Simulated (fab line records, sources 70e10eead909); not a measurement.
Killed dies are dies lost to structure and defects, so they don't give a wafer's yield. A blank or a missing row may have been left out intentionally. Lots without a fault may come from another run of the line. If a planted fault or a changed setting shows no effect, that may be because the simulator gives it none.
fab line records | flow nandHarc
record lots=12 | wafers=36 | lastDay=33
route steps=1302 shown A_BLC@1136 A_M0@1156 END@1302
lots that met no fault: from a run of the same line without faults
startH: hours from the record's opening day to when the first of the lot's shown wafers began | waitH: hours since the lot's step before | " repeats the value in the row above | L1.1+2: a single row standing in for several wafers | - no value present, or no start provided | * or withheld: withheld | < > ~ a bound
route shown NAME@n: a module of which the file shows steps, and the number in the route of the first | usual: mean/standard deviation taken from wafers without a fault | same: alike in all rows | chamber/n: place in a boat | sites: each site's reading | _std_site: the standard deviation of these | _edge_site: the outer-site mean with the inner-site mean subtracted | radiusMm: how far each site lies from the wafer's centre | mask NAME#n: copy n | behind: the tool/chamber that last shaped the wafer | hold: cause of the lot's hold/its duration in hours/its outcome | device: whichever transistor did not switch (one of n, p or np) | end of line: the tests these same wafers got at the end of their route | where a step has no rows: the recipe by itself | killed: not the wafer's yield, but the dies lost to structure and defects at the first sort | map: a wafer's dies, x killed, . not, _ none there
set.NAME: the setting as run; set.NAME@STEP: as run at that earlier step | model.NAME: the simulator's own value behind a step, which no gauge read
the route's steps for a sample of lots (tables are steps, rows are wafers)
services: the hour from which a tool's chamber was out of use, counted from the record's first day as startH (under 0 if before that day), plus the number of hours and why
## steps
# step NHARC_A_BLC_INSPECT_28
# usual rawDefectCount=548/140
lot.wafer | tool             | chamber | startH | waitH | rawDefectCount
L893.2    | defectInspect-02 | -       | 515.04 | 0.1   | 546
L893.5    | "                | -       | "      | "     | 466
L893.6    | "                | -       | "      | "     | 538
L894.1    | defectInspect-02 | -       | 542.95 | 0.1   | 524
L894.2    | "                | -       | "      | "     | 525
L894.5    | "                | -       | "      | "     | 376
L895.1    | defectInspect-01 | -       | 559.06 | 0.1   | 800
L895.4    | "                | -       | "      | "     | 683
L895.6    | "                | -       | "      | "     | 660
L905.1    | defectInspect-02 | -       | 636.63 | 0.1   | 471
L905.3    | "                | -       | "      | "     | 575
L905.6    | "                | -       | "      | "     | 499
L906.2    | defectInspect-02 | -       | 643.75 | 0.1   | 466
L906.3    | "                | -       | "      | "     | 614
L906.5    | "                | -       | "      | "     | 479
L904.2    | defectInspect-02 | -       | 645.48 | 0.1   | 473
L904.3    | "                | -       | "      | "     | 341
L904.5    | "                | -       | "      | "     | 471
L911.1    | defectInspect-02 | -       | 702.09 | 0.1   | 645
L911.4    | "                | -       | "      | "     | 526
L911.5    | "                | -       | "      | "     | 471
L912.1    | defectInspect-01 | -       | 721.74 | 0.1   | 886
L912.5    | "                | -       | "      | "     | 505
L912.6    | "                | -       | "      | "     | 481
L913.2    | defectInspect-02 | -       | 726.80 | 0.1   | 760
L913.3    | "                | -       | "      | "     | 939
L913.5    | "                | -       | "      | "     | 504
L914.3    | defectInspect-01 | -       | 728.06 | 0.1   | 674
L914.4    | "                | -       | "      | "     | 480
L914.5    | "                | -       | "      | "     | 531
L915.1    | defectInspect-02 | -       | 733.39 | 0.1   | 669
L915.3    | "                | -       | "      | "     | 484
L915.5    | "                | -       | "      | "     | 643
L916.2    | defectInspect-02 | -       | 739.30 | 0.1   | 687
L916.4    | "                | -       | "      | "     | 419
L916.6    | "                | -       | "      | "     | 458
# step NHARC_A_M0_DEGAS_28
# recipe tempC=250 | timeS=60
# usual heaterPowerW=353/37
lot.wafer | tool          | chamber | startH | waitH | heaterPowerW
L893.2    | pvdSputter-01 | -       | 516.93 | -     | 371
L893.5    | "             | -       | "      | "     | 346
L893.6    | "             | -       | "      | "     | 384
L894.2    | pvdSputter-03 | -       | 544.97 | -     | 290
L894.1    | "             | -       | "      | "     | 295
L894.5    | "             | -       | "      | "     | 370
L895.4    | pvdSputter-02 | -       | 560.98 | -     | 406
L895.1    | "             | -       | "      | "     | 356
L895.6    | "             | -       | "      | "     | 402
L905.1    | pvdSputter-03 | -       | 638.51 | -     | 356
L905.3    | "             | -       | "      | "     | 278
L905.6    | "             | -       | "      | "     | 285
L906.2    | pvdSputter-03 | -       | 645.72 | -     | 299
L906.3    | "             | -       | "      | "     | 278
L906.5    | "             | -       | "      | "     | 288
L904.2    | pvdSputter-03 | -       | 647.57 | -     | 368
L904.3    | "             | -       | "      | "     | 295
L904.5    | "             | -       | "      | "     | 363
L911.1    | pvdSputter-01 | -       | 704.10 | -     | 366
L911.4    | "             | -       | "      | "     | 381
L911.5    | "             | -       | "      | "     | 380
L912.1    | pvdSputter-03 | -       | 723.77 | -     | 334
L912.5    | "             | -       | "      | "     | 303
L912.6    | "             | -       | "      | "     | 338
L913.2    | pvdSputter-02 | -       | 728.85 | -     | 400
L913.3    | "             | -       | "      | "     | 364
L913.5    | "             | -       | "      | "     | 361
L914.4    | pvdSputter-01 | -       | 730.07 | -     | 374
L914.3    | "             | -       | "      | "     | 380
L914.5    | "             | -       | "      | "     | 386
L915.1    | pvdSputter-01 | -       | 735.63 | -     | 385
L915.3    | "             | -       | "      | "     | 395
L915.5    | "             | -       | "      | "     | 385
L916.4    | pvdSputter-02 | -       | 741.24 | -     | 360
L916.2    | "             | -       | "      | "     | 399
L916.6    | "             | -       | "      | "     | 364
# step NHARC_A_M0_PVD_21
# recipe targetThkA=300 | chamberPressurePa=5 | powerW=5000 | substrateTempC=30 | timeS=20.49 | material=Cu
# usual throttleValvePct=29.9/0.98
lot.wafer | tool          | chamber | startH | waitH | throttleValvePct
L893.2    | pvdSputter-01 | -       | -      | -     | 29.6
L893.6    | "             | -       | "      | "     | 28.4
L893.5    | "             | -       | "      | "     | 29.5
L894.2    | pvdSputter-03 | -       | -      | -     | 28.4
L894.1    | "             | -       | "      | "     | 30.1
L894.5    | "             | -       | "      | "     | 28.4
L895.4    | pvdSputter-02 | -       | -      | -     | 29.3
L895.1    | "             | -       | "      | "     | 30.9
L895.6    | "             | -       | "      | "     | 29.3
L905.3    | pvdSputter-03 | -       | -      | -     | 28.6
L905.1    | "             | -       | "      | "     | 30.3
L905.6    | "             | -       | "      | "     | 28.4
L906.2    | pvdSputter-03 | -       | -      | -     | 31.0
L906.3    | "             | -       | "      | "     | 28.1
L906.5    | "             | -       | "      | "     | 30.1
L904.2    | pvdSputter-03 | -       | -      | -     | 30.2
L904.3    | "             | -       | "      | "     | 31.0
L904.5    | "             | -       | "      | "     | 30.1
L911.4    | pvdSputter-01 | -       | -      | -     | 30.0
L911.1    | "             | -       | "      | "     | 29.5
L911.5    | "             | -       | "      | "     | 30.0
L912.1    | pvdSputter-03 | -       | -      | -     | 30.3
L912.5    | "             | -       | "      | "     | 28.5
L912.6    | "             | -       | "      | "     | 30.2
L913.2    | pvdSputter-02 | -       | -      | -     | 30.9
L913.3    | "             | -       | "      | "     | 30.4
L913.5    | "             | -       | "      | "     | 29.3
L914.3    | pvdSputter-01 | -       | -      | -     | 28.6
L914.4    | "             | -       | "      | "     | 29.0
L914.5    | "             | -       | "      | "     | 30.1
L915.3    | pvdSputter-01 | -       | -      | -     | 28.7
L915.1    | "             | -       | "      | "     | 30.3
L915.5    | "             | -       | "      | "     | 28.9
L916.4    | pvdSputter-02 | -       | -      | -     | 29.2
L916.2    | "             | -       | "      | "     | 31.0
L916.6    | "             | -       | "      | "     | 29.6
# step NHARC_A_M0_CMP_23
# recipe tOverpolishS=20 | targetThkNm=113.75
# usual edgeZonePressureFrac=1.001/0.0055 | motorCurrentA=12.1/1.2 | timeToEndpointS=29.0/2.7
lot.wafer | tool   | chamber | startH | waitH | edgeZonePressureFrac | motorCurrentA | timeToEndpointS
L893.2    | cmp-03 | 0       | 518.03 | -     | 0.999                | 12.2          | 32.8
L893.6    | "      | 3       | "      | "     | 0.994                | 13.5          | 33.5
L893.5    | "      | 0       | "      | "     | 1.006                | 12.4          | 32.9
L894.2    | cmp-04 | 1       | 546.05 | -     | 1.007                | 10.3          | 29.3
L894.1    | "      | 0       | "      | "     | 1.004                | 12.1          | 26.9
L894.5    | "      | 1       | "      | "     | 1.008                | 10.1          | 31.0
L895.4    | cmp-04 | 2       | 562.07 | -     | 0.992                | 13.3          | 30.2
L895.1    | "      | 1       | "      | "     | 0.998                | 10.4          | 27.7
L895.6    | "      | 2       | "      | "     | 0.995                | 13.7          | 30.1
L905.1    | cmp-04 | 1       | 639.59 | -     | 1.001                | 10.0          | 37.3
L905.3    | "      | 0       | "      | "     | 1.003                | 11.2          | 27.8
L905.6    | "      | 1       | "      | "     | 0.997                | 9.7           | 30.1
L906.2    | cmp-03 | 1       | 646.81 | -     | 1.005                | 12.2          | 28.5
L906.3    | "      | 0       | "      | "     | 1.000                | 12.0          | 31.0
L906.5    | "      | 2       | "      | "     | 0.991                | 11.4          | 23.9
L904.2    | cmp-04 | 2       | 648.85 | -     | 0.993                | 13.4          | 37.0
L904.3    | "      | 0       | "      | "     | 1.008                | 11.7          | 23.0
L904.5    | "      | 2       | "      | "     | 1.001                | 13.4          | 36.7
L911.1    | cmp-01 | 0       | 705.19 | -     | 1.004                | 11.4          | 26.4
L911.4    | "      | 3       | "      | "     | 1.005                | 12.7          | 26.7
L911.5    | "      | 1       | "      | "     | 0.991                | 10.8          | 28.3
L912.1    | cmp-03 | 3       | 724.88 | -     | 1.005                | 13.7          | 29.6
L912.5    | "      | 2       | "      | "     | 1.001                | 11.6          | 27.6
L912.6    | "      | 3       | "      | "     | 1.006                | 13.6          | 29.6
L913.3    | cmp-04 | 1       | 729.94 | -     | 0.997                | 10.6          | 29.3
L913.2    | "      | 3       | "      | "     | 1.000                | 13.3          | 30.8
L913.5    | "      | 1       | "      | "     | 1.001                | 10.2          | 31.2
L914.4    | cmp-03 | 2       | 731.23 | -     | 0.999                | 11.2          | 23.5
L914.3    | "      | 3       | "      | "     | 0.994                | 12.9          | 28.1
L914.5    | "      | 1       | "      | "     | 1.003                | 12.7          | 27.4
L915.3    | cmp-03 | 2       | 736.70 | -     | 0.996                | 11.0          | 25.6
L915.1    | "      | 3       | "      | "     | 1.003                | 12.6          | 29.6
L915.5    | "      | 3       | "      | "     | 1.004                | 13.5          | 25.5
L916.2    | cmp-04 | 1       | 742.34 | -     | 1.003                | 9.5           | 31.0
L916.4    | "      | 3       | "      | "     | 0.995                | 13.5          | 27.8
L916.6    | "      | 1       | "      | "     | 0.993                | 9.8           | 30.3
# step NHARC_A_M0_INSPECT_27
# usual rawDefectCount=576/150
lot.wafer | tool             | chamber | startH | waitH | rawDefectCount
L893.2    | defectInspect-02 | -       | 518.48 | 0.0   | 604
L893.5    | "                | -       | "      | "     | 569
L893.6    | "                | -       | "      | "     | 569
L894.1    | defectInspect-02 | -       | 546.52 | 0.0   | 453
L894.2    | "                | -       | "      | "     | 583
L894.5    | "                | -       | "      | "     | 492
L895.1    | defectInspect-01 | -       | 562.55 | 0.0   | 851
L895.4    | "                | -       | "      | "     | 563
L895.6    | "                | -       | "      | "     | 532
L905.1    | defectInspect-01 | -       | 640.07 | 0.0   | 3415
L905.3    | "                | -       | "      | "     | 882
L905.6    | "                | -       | "      | "     | 968
L906.2    | defectInspect-01 | -       | 647.29 | 0.0   | 453
L906.3    | "                | -       | "      | "     | 475
L906.5    | "                | -       | "      | "     | 549
L904.2    | defectInspect-02 | -       | 649.33 | 0.0   | 3112
L904.3    | "                | -       | "      | "     | 458
L904.5    | "                | -       | "      | "     | 3190
L911.1    | defectInspect-01 | -       | 705.66 | 0.0   | 610
L911.4    | "                | -       | "      | "     | 568
L911.5    | "                | -       | "      | "     | 560
L912.1    | defectInspect-02 | -       | 725.32 | 0.0   | 610
L912.5    | "                | -       | "      | "     | 667
L912.6    | "                | -       | "      | "     | 682
L913.2    | defectInspect-02 | -       | 730.40 | 0.0   | 569
L913.3    | "                | -       | "      | "     | 543
L913.5    | "                | -       | "      | "     | 470
L914.3    | defectInspect-01 | -       | 731.67 | 0.0   | 706
L914.4    | "                | -       | "      | "     | 554
L914.5    | "                | -       | "      | "     | 632
L915.1    | defectInspect-02 | -       | 737.18 | 0.0   | 554
L915.3    | "                | -       | "      | "     | 689
L915.5    | "                | -       | "      | "     | 469
L916.2    | defectInspect-01 | -       | 742.80 | 0.0   | 411
L916.4    | "                | -       | "      | "     | 392
L916.6    | "                | -       | "      | "     | 316
# step NHARC_END_SORT_01
# recipe tempC=25
# usual defectLimitedYield=91/3 | killedAtArray=59/20 | killedAtOther=0.8/1 | killedAtPeriphery=3.2/2.1 | killedDies=63/21 | killedOpen=3.0/1.9 | killedShort=2.3/1.5
# same grossDies=677
lot.wafer | tool      | chamber | startH | waitH | defectLimitedYield[%] | killedAtArray | killedAtOther | killedAtPeriphery | killedDies | killedOpen | killedShort
L904.2    | prober-01 | 0       | 686.67 | 2.8   | 0                     | 673           | 0             | 4                 | 677        | 5          | 2
L904.3    | prober-01 | 0       | 687.46 | 3.1   | 92                    | 52            | 0             | 3                 | 55         | 2          | 1
L904.5    | prober-01 | 0       | 689.05 | 3.7   | 0                     | 668           | 2             | 7                 | 677        | 2          | 1
L906.2    | prober-01 | 0       | 694.47 | 2.8   | 91                    | 59            | 0             | 3                 | 62         | 2          | 0
L906.3    | prober-01 | 0       | 695.26 | 3.1   | 90                    | 65            | 0             | 3                 | 68         | 5          | 1
L906.5    | prober-01 | 0       | 696.86 | 3.7   | 90                    | 70            | 0             | 0                 | 70         | 0          | 2
L913.2    | prober-01 | 0       | 772.73 | 2.8   | 92                    | 53            | 2             | 2                 | 57         | 3          | 2
L913.3    | prober-01 | 0       | 773.52 | 3.1   | 90                    | 62            | 1             | 2                 | 65         | 7          | 1
L913.5    | prober-01 | 0       | 775.10 | 3.7   | 91                    | 57            | 0             | 2                 | 59         | 3          | 0
L916.2    | prober-01 | 0       | 796.12 | 2.8   | 91                    | 55            | 0             | 5                 | 60         | 3          | 0
L916.4    | prober-01 | 0       | 797.73 | 3.4   | 92                    | 50            | 0             | 4                 | 54         | 0          | 1
L916.6    | prober-01 | 0       | 799.34 | 4.0   | 92                    | 50            | 2             | 4                 | 56         | 0          | 4
# killed by level:class
L904.2 A_M0:areaCmp=600 A_SLIT:chamberFilmFlake=33 A_CONTACT:chamberFilmFlake=11 A_CHANNEL_HOLE_D1:chamberFilmFlake=7 A_STAIRCASE:chamberFilmFlake=5 A_CHANNEL_FILL_D2:chamberFilmFlake=3 A_SGD_CUT:chamberFilmFlake=3 A_WL_FILL:chamberFilmFlake=2
L904.3 A_SLIT:chamberFilmFlake=27 A_CHANNEL_HOLE_D1:chamberFilmFlake=10 A_CONTACT:chamberFilmFlake=5 A_STAIRCASE:chamberFilmFlake=4 P_CONTACT:chamberFilmFlake=2 A_BLC:chamberFilmFlake=2 A_ONON_D1:geometricParticle:short=1 A_SGD_CUT:geometricParticle:open=1
L904.5 A_M0:areaCmp=617 A_SLIT:chamberFilmFlake=32 A_CONTACT:chamberFilmFlake=5 A_CHANNEL_HOLE_D1:chamberFilmFlake=4 A_SGD_CUT:chamberFilmFlake=4 P_ZERO_WELL:chamberFilmFlake=2 P_CONTACT:chamberFilmFlake=2 A_CHANNEL_HOLE_D2:chamberFilmFlake=2
L906.2 A_CHANNEL_HOLE_D1:chamberFilmFlake=21 A_CHANNEL_HOLE_D2:chamberFilmFlake=16 A_CONTACT:chamberFilmFlake=10 A_CHANNEL_FILL_D2:chamberFilmFlake=5 A_STAIRCASE:chamberFilmFlake=3 P_CONTACT:geometricParticle:open=1 A_M0:geometricParticle:open=1 P_ZERO_WELL:chamberFilmFlake=1
L906.3 A_CHANNEL_HOLE_D1:chamberFilmFlake=23 A_CHANNEL_HOLE_D2:chamberFilmFlake=23 A_STAIRCASE:chamberFilmFlake=6 A_SLIT:chamberFilmFlake=3 A_WL_FILL:chamberFilmFlake=2 P_CONTACT:geometricParticle:open=1 P_M1:geometricParticle:open=1 A_CHANNEL_FILL_D1:geometricParticle:open=1
L906.5 A_CHANNEL_HOLE_D1:chamberFilmFlake=27 A_CHANNEL_HOLE_D2:chamberFilmFlake=25 A_CONTACT:chamberFilmFlake=6 A_STAIRCASE:chamberFilmFlake=3 A_ZERO_WELL:chamberFilmFlake=2 A_SLIT:chamberFilmFlake=2 A_CHANNEL_FILL_D2:chamberFilmFlake=2 A_CHANNEL_FILL_D1:geometricParticle:short=1
L913.2 A_CHANNEL_HOLE_D2:chamberFilmFlake=25 A_CONTACT:chamberFilmFlake=13 A_SLIT:chamberFilmFlake=4 A_CHANNEL_HOLE_D1:chamberFilmFlake=2 A_BLC:chamberFilmFlake=2 THIN_TSV:chamberFilmFlake=2 P_CONTACT:geometricParticle:open=1 A_DECK1_JOINT:geometricParticle:short=1
L913.3 A_CHANNEL_HOLE_D2:chamberFilmFlake=34 A_CONTACT:chamberFilmFlake=9 A_SLIT:chamberFilmFlake=7 A_M0:geometricParticle:open=2 A_DECK1_JOINT:chamberFilmFlake=2 A_CHANNEL_HOLE_D1:geometricParticle:open=1 A_WL_FILL:geometricParticle:short=1 A_WL_FILL:geometricParticle:open=1
L913.5 A_CHANNEL_HOLE_D2:chamberFilmFlake=32 A_SLIT:chamberFilmFlake=9 A_CONTACT:chamberFilmFlake=7 A_CHANNEL_HOLE_D1:unspecified=4 P_STI:geometricParticle:open=1 A_ONON_D1:geometricParticle:open=1 A_CHANNEL_FILL_D2:geometricParticle:open=1 P_ZERO_WELL:chamberFilmFlake=1
L916.2 A_CHANNEL_HOLE_D2:chamberFilmFlake=29 A_STAIRCASE:chamberFilmFlake=9 A_SLIT:chamberFilmFlake=7 A_CONTACT:chamberFilmFlake=7 P_GATE:chamberFilmFlake=3 P_CONTACT:geometricParticle:open=1 A_CHANNEL_FILL_D2:geometricParticle:open=1 A_BLC:geometricParticle:open=1
L916.4 A_CHANNEL_HOLE_D2:chamberFilmFlake=34 A_SLIT:chamberFilmFlake=5 A_CONTACT:chamberFilmFlake=5 A_STAIRCASE:chamberFilmFlake=4 P_GATE:chamberFilmFlake=3 A_ONON_D1:geometricParticle:short=1 P_M2:chamberFilmFlake=1 A_WL_FILL:chamberFilmFlake=1
L916.6 A_CHANNEL_HOLE_D2:chamberFilmFlake=29 A_SLIT:chamberFilmFlake=6 A_STAIRCASE:chamberFilmFlake=4 A_CONTACT:chamberFilmFlake=4 A_CHANNEL_FILL_D1:chamberFilmFlake=3 THIN_TSV:chamberFilmFlake=2 P_CONTACT:geometricParticle:short=1 A_CHANNEL_FILL_D1:geometricParticle:short=1
## services
tool          | chamber | startH | hours | kind
pvdSputter-03 | -       | 493.02 | 1.5   | repair
cmp-03        | -       | 501.26 | 0.5   | repair
cmp-04        | -       | 504.19 | 4.0   | pm
cmp-01        | -       | 508.79 | 3.2   | repair
pvdSputter-03 | -       | 526.00 | 10.0  | pm
cmp-04        | -       | 541.29 | 1.7   | repair
pvdSputter-01 | -       | 544.95 | 6.3   | repair
cmp-03        | -       | 554.00 | 4.0   | pm
pvdSputter-03 | -       | 563.29 | 2.8   | repair
cmp-04        | -       | 577.86 | 3.6   | repair
pvdSputter-01 | -       | 595.15 | 10.0  | pm
cmp-04        | -       | 602.19 | 4.0   | pm
pvdSputter-01 | -       | 611.79 | 6.4   | repair
cmp-03        | -       | 615.56 | 5.0   | repair
cmp-04        | -       | 631.79 | 1.0   | repair
cmp-03        | -       | 640.89 | 1.0   | repair
pvdSputter-02 | -       | 641.98 | 10.0  | pm
cmp-03        | -       | 652.00 | 4.0   | pm
cmp-03        | -       | 665.00 | 0.8   | repair
cmp-04        | -       | 700.19 | 4.0   | pm
pvdSputter-03 | -       | 704.00 | 10.0  | pm
pvdSputter-02 | -       | 714.70 | 1.2   | repair
pvdSputter-03 | -       | 733.59 | 2.1   | repair
cmp-03        | -       | 739.36 | 1.2   | repair
## key
firstSign step=NHARC_A_M0_CMP_23 | reading=timeToEndpointS | direction=up | sigmas=3 | usual=* | struck=*
effect step=NHARC_A_M0_INSPECT_27 | reading=rawDefectCount | direction=up | sigmas=17 | usual=576 | struck=3239
effect step=NHARC_END_SORT_01 | reading=killedAtArray | direction=up | sigmas=30 | usual=59 | struck=670
moreKillsBornAt NHARC_A_M0_CMP_23@cmp-04=1217
metAt NHARC_A_M0_CMP_23
struckLots L904,L905
struckWafers L904.2,L904.5,L905.1
laterRowsLeftOut L904.2,L904.5,L905.1
sortLeftOut L905.1
notActingAt NHARC_A_BLC_INSPECT_28,NHARC_A_M0_DEGAS_28,NHARC_A_M0_PVD_21
onsetBetween 562.07 639.59
fault kind=processParameterDrift | tool=cmp-04 | chamber=- | onsetH=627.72 | steps=NHARC_A_M0_CMP_23 | channel=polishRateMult | offset=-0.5 | shape=step | endH=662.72 | scope=struckWafersOnly
# sortLeftOut: the simulated sort isn't trusted on such a fault, so these wafers' sort isn't shown, and their yield isn't known
# laterRowsLeftOut: the simulator's readings of these wafers behind a module that went badly wrong aren't trusted and aren't shown, but for the sort
